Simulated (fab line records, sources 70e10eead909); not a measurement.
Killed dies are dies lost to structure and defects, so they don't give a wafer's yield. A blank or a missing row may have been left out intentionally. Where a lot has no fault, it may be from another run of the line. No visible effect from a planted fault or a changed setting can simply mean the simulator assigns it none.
Matching of chambers :: flow nand-harc :: NHARC_P_M2_DEP_33 on pecvd-03: 3 sister chambers
The step deposits SiCN, target thk 30 nm. 6 wafers are shown with their chamber, then 10 later ones without.

WAFERS, EACH WITH ITS CHAMBER
wafer: L083.6
chamber: 2
heater-power-w (W): 507

wafer: L084.1
chamber: 0
heater-power-w (W): 657

wafer: L084.6
chamber: 0
heater-power-w (W): 669

wafer: L085.4
chamber: 2
heater-power-w (W): 561

wafer: L086.4
chamber: 1
heater-power-w (W): 489

wafer: L086.5
chamber: 1
heater-power-w (W): 493

WAFERS WITHOUT THEIR CHAMBER
wafer: L086.6
heater-power-w (W): 567

wafer: L089.1
heater-power-w (W): 546

wafer: L089.3
heater-power-w (W): 531

wafer: L089.6
heater-power-w (W): 685

wafer: L094.2
heater-power-w (W): 673

wafer: L094.4
heater-power-w (W): 503

wafer: L094.6
heater-power-w (W): 659

wafer: L096.4
heater-power-w (W): 682

wafer: L096.5
heater-power-w (W): 512

wafer: L096.6
heater-power-w (W): 601

WHICH CHAMBER EACH ONE RAN IN
wafer: L086.6
from the rows above: can't be placed: 2 or 1
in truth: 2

wafer: L089.1
from the rows above: can't be placed: 2 or 1
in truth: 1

wafer: L089.3
from the rows above: can't be placed: 2 or 1
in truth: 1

wafer: L089.6
from the rows above: 0
in truth: 0

wafer: L094.2
from the rows above: 0
in truth: 0

wafer: L094.4
from the rows above: can't be placed: 1 or 2
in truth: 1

wafer: L094.6
from the rows above: 0
in truth: 0

wafer: L096.4
from the rows above: 0
in truth: 0

wafer: L096.5
from the rows above: can't be placed: 1 or 2
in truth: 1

wafer: L096.6
from the rows above: can't be placed: 0 or 2
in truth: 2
Correct placement for 4 of the 10. Can't be placed from these rows: 6 (the true chamber is among the candidates in 6). Number placed wrongly: 0.
How it was worked out, from the rows above alone: a wafer's distance from a chamber is the root of the sum, over the readings, of the square of ((its reading less the chamber's mean) divided by the reading's scatter). The wafer belongs to the nearest chamber; if the next one is less than 2 further off, it can't be placed. A chamber's mean is the mean of its shown wafers. The scatter: take each reading less its chamber's mean, square it, sum over the shown wafers, divide by the number of wafers less the number of chambers, and take the root.
